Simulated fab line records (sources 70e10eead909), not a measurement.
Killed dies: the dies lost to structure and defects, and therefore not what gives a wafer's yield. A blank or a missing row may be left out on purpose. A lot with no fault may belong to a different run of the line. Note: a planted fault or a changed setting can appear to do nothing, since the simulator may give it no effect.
A lot that was struck, set against a sound lot || flow nand harc || 14 steps out of a route of 1302
Sound: these wafers, L812.3, L812.5, L812.6. Struck: wafers L827.1, L827.2, L827.6. The cause comes at the end.
For every step that has rows: the tool of each side, followed by ch and its chambers, followed by its first start. Under that, the readings that differ: sound wafers || struck wafers || difference of the means || sigmas: that difference in standard deviations of wafers without a fault.
alike: readings with means less than 2 such deviations apart, plus words and numbers identical on both sides. not compared: withheld readings, readings lacking a value on some wafer, bounds such as >300 that could conceal the same value, and numbers that have no deviation in the record and whose values overlap.
The two part at a step that has a row with sigmas, a row that says differs or no value, or rows on one side only. Non-overlapping numbers with no deviation appear without sigmas and do not part them. A reading missing from all wafers of one side parts the sides only when that side holds two or more wafers.

first, 2 steps without rows for these wafers: NHARC_A_SOURCE_PLATE_SRD_01; NHARC_A_SOURCE_PLATE_OXIDE_02 (material SiO2, target thk 10 nm, ox time 1362 s).
NHARC_A_SOURCE_PLATE_THK_MEAS_09: measures by ellipsometry.
  sound on film metro-01 at day 7 17:55; struck on film metro-01 at day 14 12:47
  alike: thk nm
then, 3 steps without rows for these wafers: NHARC_A_SOURCE_PLATE_PVD_04 (deposits WSi2, target thk 50 nm); NHARC_A_SOURCE_PLATE_CVD_03 (deposits poly-Si, target thk 200 nm, time 4000 s); NHARC_A_SOURCE_PLATE_ANNEAL_05 (time 1800 s).
NHARC_A_SOURCE_PLATE_THK_MEAS_06: measures by ellipsometry.
  sound on film metro-02 at day 8 06:53; struck on film metro-01 at day 15 01:59
  alike: thk nm
NHARC_A_SOURCE_PLATE_INSPECT_08:
  sound on defect inspect-02 at day 8 06:58; struck on defect inspect-01 at day 15 02:05
  alike: raw defect count
then, no rows for these wafers at 1 step: NHARC_A_ONON_D1_DEP_00 (target thk 1000 nm).
NHARC_A_ONON_D1_THK_MEAS_02: measures by ellipsometry.
  sound on film metro-02 at day 8 07:32; struck on film metro-01 at day 15 02:40
  alike: thk nm
NHARC_A_ONON_D1_DEP_03: target thk 1000 nm.
  sound on pecvd onon-02 ch 0, day 8 07:50; struck on pecvd onon-03 ch 0, day 15 02:43
NHARC_A_ONON_D1_THK_MEAS_05: measures by ellipsometry.
  sound on film metro-02 at day 8 08:14; struck on film metro-01 at day 15 03:14
{"reading": "thk nm (nm)", "sound": "994 995 996", "struck": "1491 1491 1491", "difference": "+496", "sigmas": "+66"}
then, no rows for these wafers at 1 step: NHARC_A_ONON_D1_DEP_06 (target thk 1000 nm).
-- jump in the record: it breaks off in module A_ONON_D1 and resumes in module END (first step shown: number 1302 of the route), and 17 days separate the struck wafers' starts before and after --
NHARC_END_SORT_01:
  here the record holds rows for the struck wafers (prober-02 ch 0, day 31 19:36) but none for the sound ones

## WHERE THEY PART
Earliest at NHARC_A_ONON_D1_THK_MEAS_05; latest, in this record, at NHARC_END_SORT_01.

WHY: the cause the simulator had injected
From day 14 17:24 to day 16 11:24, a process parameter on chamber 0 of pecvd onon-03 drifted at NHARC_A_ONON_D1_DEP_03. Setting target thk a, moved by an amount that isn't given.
